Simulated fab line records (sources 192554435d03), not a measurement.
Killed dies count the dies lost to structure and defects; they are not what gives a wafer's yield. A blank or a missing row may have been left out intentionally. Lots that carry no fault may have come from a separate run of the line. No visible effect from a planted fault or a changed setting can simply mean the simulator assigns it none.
The same fault as seen by 2 desks :: flow n5-finfet :: only its own numbers are on each desk; what lay behind them is given at the end

## DESK OF THE TOOL OWNER: litho-track-01
The tool's own readings at N5_HKMG_FIN_PEB_10 (peb time 60 s): means of the sampled wafers that have a number, for each lot that ran on this tool. If a lot's mean is further than 4 standard deviations from the usual mean, the lot is out of limits and carries the mark OUT (the distance appears in the brackets).
Columns: A = resist-line-temp-C at N5_HKMG_FIN_PEB_10, usual 23.01 C
lot: L780
first seen here: day 4 19:25
A: 22.96

lot: L781
first seen here: day 5 01:41
A: 22.88

lot: L782
first seen here: day 5 02:13
A: 23.05

lot: L795
first seen here: day 8 10:41
A: 22.98

lot: L797
first seen here: day 8 19:24
A: 23.03

lot: L798
first seen here: day 9 02:17
A: 23.03

lot: L800
first seen here: day 9 18:39
A: 22.93

lot: L801
first seen here: day 10 00:55
A: 22.98
This desk's verdict: no lot among the 8 shows anything out of limits.

## THE METROLOGY DESK
Means of the sampled wafers that have a number, per lot and without regard to the tool the lot ran on: this is what the gauges read. If a lot's mean is further than 4 standard deviations from the usual mean, the lot is out of limits and carries the mark OUT (the distance appears in the brackets).
Columns: A = HK_THK at N5_HKMG_FIN_THK_MEAS_70, usual 1.621 nm; B = cd-nm at N5_HKMG_FIN_CD_MEAS_12, usual 92.7 nm
lot: L778
first seen here: day 4 02:14
A: 1.630
B: 92.5

lot: L780
first seen here: day 4 18:37
A: 1.600
B: 92.9

lot: L781
first seen here: day 5 01:01
A: 1.632
B: 85.0 (-12) OUT

lot: L782
first seen here: day 5 01:24
A: 1.625
B: 83.9 (-13) OUT

lot: L793
first seen here: day 7 23:04
A: 1.627
B: 93.4

lot: L794
first seen here: day 8 02:09
A: 1.600
B: 93.5

lot: L795
first seen here: day 8 09:52
A: 1.636
B: 92.7

lot: L797
first seen here: day 8 18:35
A: 1.632
B: 92.9

lot: L798
first seen here: day 9 01:29
A: 1.627
B: 92.7

lot: L799
first seen here: day 9 05:04
A: 1.622
B: 92.1

lot: L800
first seen here: day 9 17:50
A: 1.639
B: 93.0

lot: L801
first seen here: day 10 00:07
A: 1.603
B: 93.4
This desk's verdict: out of limits on L781, L782, starting with L781 at day 5 01:46 (cd-nm at N5_HKMG_FIN_CD_MEAS_12). L778, L780, L793, L794, L795, L797, L798, L799, L800, L801 stayed within limits.

## TAKEN TOGETHER
L781, L782 would have let the metrology desk raise an alarm at day 5 01:46.
The tool owner's desk saw nothing out of limits.
The tool owner's desk has L781, L782 on record, within its limits.
On litho-track-01, each named lot ran N5_HKMG_FIN_PEB_10.

## WHAT WAS PUT IN BY THE SIMULATOR
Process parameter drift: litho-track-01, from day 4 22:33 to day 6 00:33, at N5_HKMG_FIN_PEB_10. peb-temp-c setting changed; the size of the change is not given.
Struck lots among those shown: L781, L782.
Time in hours between the start of the fault and the first out-of-limits reading at each desk: metrology desk, 3.
